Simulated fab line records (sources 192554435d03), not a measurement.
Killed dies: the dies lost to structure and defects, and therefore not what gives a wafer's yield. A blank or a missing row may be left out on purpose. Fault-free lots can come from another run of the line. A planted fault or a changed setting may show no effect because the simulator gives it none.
Split-lot study :: flow n5_finfet :: 7 lots, 39 wafers read, on a route of 1938 steps

== ON THE SPLIT ==
At N5_ZERO_LAYER_PECVD_02 (deposits SiO2 from SiH4/N2O, target thk 10 nm, time 6 s), the setting time_s was moved away from the recipe's 6 s on 6 of the 39 wafers read, by -34.0% to +38.3%. For the rest of the wafers, this setting stayed at what the recipe calls for.

Reading taken at the split's own step.

== THE READING ==
SiO2_of_ZERO_LAYER_PECVD_02.thk_nm (the simulator's own value, which no gauge read), in nm, at N5_ZERO_LAYER_PECVD_02 (deposits SiO2 from SiH4/N2O, target thk 10 nm, time 6 s). There is no usual value for it anywhere in the file. The 33 wafers here that ran the recipe average 9.970 nm, standard deviation 0.14 nm.

wafer: L075.1
tool, chamber at the split: pecvd-01, 0
time_s as run, s: 6
against the recipe: recipe
SiO2_of_ZERO_LAYER_PECVD_02.thk_nm, nm: 9.633
against lot-mates on the recipe: -

wafer: L075.2
tool, chamber at the split: pecvd-01, 2
time_s as run, s: 8.295
against the recipe: +38.3%
SiO2_of_ZERO_LAYER_PECVD_02.thk_nm, nm: 13.72
against lot-mates on the recipe: +3.850

wafer: L075.3
tool, chamber at the split: pecvd-01, 2
time_s as run, s: 6
against the recipe: recipe
SiO2_of_ZERO_LAYER_PECVD_02.thk_nm, nm: 10.15
against lot-mates on the recipe: -

wafer: L075.4
tool, chamber at the split: pecvd-01, 0
time_s as run, s: 8.295
against the recipe: +38.3%
SiO2_of_ZERO_LAYER_PECVD_02.thk_nm, nm: 13.7
against lot-mates on the recipe: +3.830

wafer: L075.5
tool, chamber at the split: pecvd-01, 2
time_s as run, s: 8.295
against the recipe: +38.3%
SiO2_of_ZERO_LAYER_PECVD_02.thk_nm, nm: 14.03
against lot-mates on the recipe: +4.160

wafer: L075.6
tool, chamber at the split: pecvd-01, 0
time_s as run, s: 6
against the recipe: recipe
SiO2_of_ZERO_LAYER_PECVD_02.thk_nm, nm: 9.827
against lot-mates on the recipe: -

wafer: L077.1
tool, chamber at the split: pecvd-01, 1
time_s as run, s: 6
against the recipe: recipe
SiO2_of_ZERO_LAYER_PECVD_02.thk_nm, nm: 9.852
against lot-mates on the recipe: -

wafer: L077.2
tool, chamber at the split: pecvd-01, 0
time_s as run, s: 6
against the recipe: recipe
SiO2_of_ZERO_LAYER_PECVD_02.thk_nm, nm: 9.868
against lot-mates on the recipe: -

wafer: L077.3
tool, chamber at the split: pecvd-01, 0
time_s as run, s: 6
against the recipe: recipe
SiO2_of_ZERO_LAYER_PECVD_02.thk_nm, nm: 9.93
against lot-mates on the recipe: -

wafer: L077.4
tool, chamber at the split: pecvd-01, 1
time_s as run, s: 6
against the recipe: recipe
SiO2_of_ZERO_LAYER_PECVD_02.thk_nm, nm: 10.15
against lot-mates on the recipe: -

wafer: L077.5
tool, chamber at the split: pecvd-01, 1
time_s as run, s: 6
against the recipe: recipe
SiO2_of_ZERO_LAYER_PECVD_02.thk_nm, nm: 9.963
against lot-mates on the recipe: -

wafer: L077.6
tool, chamber at the split: pecvd-01, 0
time_s as run, s: 6
against the recipe: recipe
SiO2_of_ZERO_LAYER_PECVD_02.thk_nm, nm: 10.27
against lot-mates on the recipe: -

wafer: L081.1
tool, chamber at the split: pecvd-04, 0
time_s as run, s: 6
against the recipe: recipe
SiO2_of_ZERO_LAYER_PECVD_02.thk_nm, nm: 9.987
against lot-mates on the recipe: -

wafer: L081.2
tool, chamber at the split: pecvd-04, 1
time_s as run, s: 6
against the recipe: recipe
SiO2_of_ZERO_LAYER_PECVD_02.thk_nm, nm: 9.875
against lot-mates on the recipe: -

wafer: L081.3
tool, chamber at the split: pecvd-04, 2
time_s as run, s: 6
against the recipe: recipe
SiO2_of_ZERO_LAYER_PECVD_02.thk_nm, nm: 9.848
against lot-mates on the recipe: -

wafer: L081.4
tool, chamber at the split: pecvd-04, 1
time_s as run, s: 6
against the recipe: recipe
SiO2_of_ZERO_LAYER_PECVD_02.thk_nm, nm: 10.02
against lot-mates on the recipe: -

wafer: L081.5
tool, chamber at the split: pecvd-04, 2
time_s as run, s: 6
against the recipe: recipe
SiO2_of_ZERO_LAYER_PECVD_02.thk_nm, nm: 10
against lot-mates on the recipe: -

wafer: L081.6
tool, chamber at the split: pecvd-04, 0
time_s as run, s: 6
against the recipe: recipe
SiO2_of_ZERO_LAYER_PECVD_02.thk_nm, nm: 10.2
against lot-mates on the recipe: -

wafer: L082.1
tool, chamber at the split: pecvd-01, 2
time_s as run, s: 6
against the recipe: recipe
SiO2_of_ZERO_LAYER_PECVD_02.thk_nm, nm: 9.957
against lot-mates on the recipe: -

wafer: L082.4
tool, chamber at the split: pecvd-01, 0
time_s as run, s: 6
against the recipe: recipe
SiO2_of_ZERO_LAYER_PECVD_02.thk_nm, nm: 10.15
against lot-mates on the recipe: -

wafer: L082.6
tool, chamber at the split: pecvd-01, 2
time_s as run, s: 6
against the recipe: recipe
SiO2_of_ZERO_LAYER_PECVD_02.thk_nm, nm: 10.13
against lot-mates on the recipe: -

wafer: L084.1
tool, chamber at the split: pecvd-04, 0
time_s as run, s: 6
against the recipe: recipe
SiO2_of_ZERO_LAYER_PECVD_02.thk_nm, nm: 9.848
against lot-mates on the recipe: -

wafer: L084.2
tool, chamber at the split: pecvd-04, 2
time_s as run, s: 6
against the recipe: recipe
SiO2_of_ZERO_LAYER_PECVD_02.thk_nm, nm: 9.872
against lot-mates on the recipe: -

wafer: L084.3
tool, chamber at the split: pecvd-04, 1
time_s as run, s: 6
against the recipe: recipe
SiO2_of_ZERO_LAYER_PECVD_02.thk_nm, nm: 9.847
against lot-mates on the recipe: -

wafer: L084.4
tool, chamber at the split: pecvd-04, 1
time_s as run, s: 6
against the recipe: recipe
SiO2_of_ZERO_LAYER_PECVD_02.thk_nm, nm: 9.894
against lot-mates on the recipe: -

wafer: L084.5
tool, chamber at the split: pecvd-04, 2
time_s as run, s: 6
against the recipe: recipe
SiO2_of_ZERO_LAYER_PECVD_02.thk_nm, nm: 10.09
against lot-mates on the recipe: -

wafer: L084.6
tool, chamber at the split: pecvd-04, 0
time_s as run, s: 6
against the recipe: recipe
SiO2_of_ZERO_LAYER_PECVD_02.thk_nm, nm: 10.04
against lot-mates on the recipe: -

wafer: L085.1
tool, chamber at the split: pecvd-01, 2
time_s as run, s: 6
against the recipe: recipe
SiO2_of_ZERO_LAYER_PECVD_02.thk_nm, nm: 10.04
against lot-mates on the recipe: -

wafer: L085.2
tool, chamber at the split: pecvd-01, 1
time_s as run, s: 6
against the recipe: recipe
SiO2_of_ZERO_LAYER_PECVD_02.thk_nm, nm: 9.923
against lot-mates on the recipe: -

wafer: L085.3
tool, chamber at the split: pecvd-01, 1
time_s as run, s: 6
against the recipe: recipe
SiO2_of_ZERO_LAYER_PECVD_02.thk_nm, nm: 9.916
against lot-mates on the recipe: -

wafer: L085.4
tool, chamber at the split: pecvd-01, 2
time_s as run, s: 6
against the recipe: recipe
SiO2_of_ZERO_LAYER_PECVD_02.thk_nm, nm: 10.09
against lot-mates on the recipe: -

wafer: L085.5
tool, chamber at the split: pecvd-01, 1
time_s as run, s: 6
against the recipe: recipe
SiO2_of_ZERO_LAYER_PECVD_02.thk_nm, nm: 9.964
against lot-mates on the recipe: -

wafer: L085.6
tool, chamber at the split: pecvd-01, 2
time_s as run, s: 6
against the recipe: recipe
SiO2_of_ZERO_LAYER_PECVD_02.thk_nm, nm: 10.15
against lot-mates on the recipe: -

wafer: L097.1
tool, chamber at the split: pecvd-01, 0
time_s as run, s: 3.962
against the recipe: -34.0%
SiO2_of_ZERO_LAYER_PECVD_02.thk_nm, nm: 6.46
against lot-mates on the recipe: -3.386

wafer: L097.2
tool, chamber at the split: pecvd-01, 1
time_s as run, s: 6
against the recipe: recipe
SiO2_of_ZERO_LAYER_PECVD_02.thk_nm, nm: 9.848
against lot-mates on the recipe: -

wafer: L097.3
tool, chamber at the split: pecvd-01, 2
time_s as run, s: 6
against the recipe: recipe
SiO2_of_ZERO_LAYER_PECVD_02.thk_nm, nm: 9.705
against lot-mates on the recipe: -

wafer: L097.4
tool, chamber at the split: pecvd-01, 2
time_s as run, s: 3.962
against the recipe: -34.0%
SiO2_of_ZERO_LAYER_PECVD_02.thk_nm, nm: 6.254
against lot-mates on the recipe: -3.592

wafer: L097.5
tool, chamber at the split: pecvd-01, 1
time_s as run, s: 6
against the recipe: recipe
SiO2_of_ZERO_LAYER_PECVD_02.thk_nm, nm: 9.984
against lot-mates on the recipe: -

wafer: L097.6
tool, chamber at the split: pecvd-01, 0
time_s as run, s: 3.962
against the recipe: -34.0%
SiO2_of_ZERO_LAYER_PECVD_02.thk_nm, nm: 6.541
against lot-mates on the recipe: -3.305

FIT RESULTS
A straight line over all 39 wafers: SiO2_of_ZERO_LAYER_PECVD_02.thk_nm changes by +0.102 nm for each +1% of time_s; r = +1.00; the points scatter about the line by 0.15 nm.
The same after taking each lot's own level away (the mean of its wafers on the recipe; 39 wafers): +0.102 nm for each +1%; r = +1.00; scatter 0.13 nm.
Per that fit: largest time_s move, reading shift of 3.9 nm.
Across the lots, their own levels run from 9.8457 to 10.0790 nm, a range of 1.6 times the standard deviation given above.
The two slopes are in agreement: the lot-to-lot level therefore moves the slope only a little.
Check: for one of the wafers moved furthest among these (+38.3%), held out of the fit, the line's prediction against its lot-mates is +3.93 nm. Against them it came out at +3.85 nm.

== FILE'S OWN FIT ==
SiO2_of_ZERO_LAYER_PECVD_02.thk_nm changes by +0.102 nm for each +1% of time_s, r = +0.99.
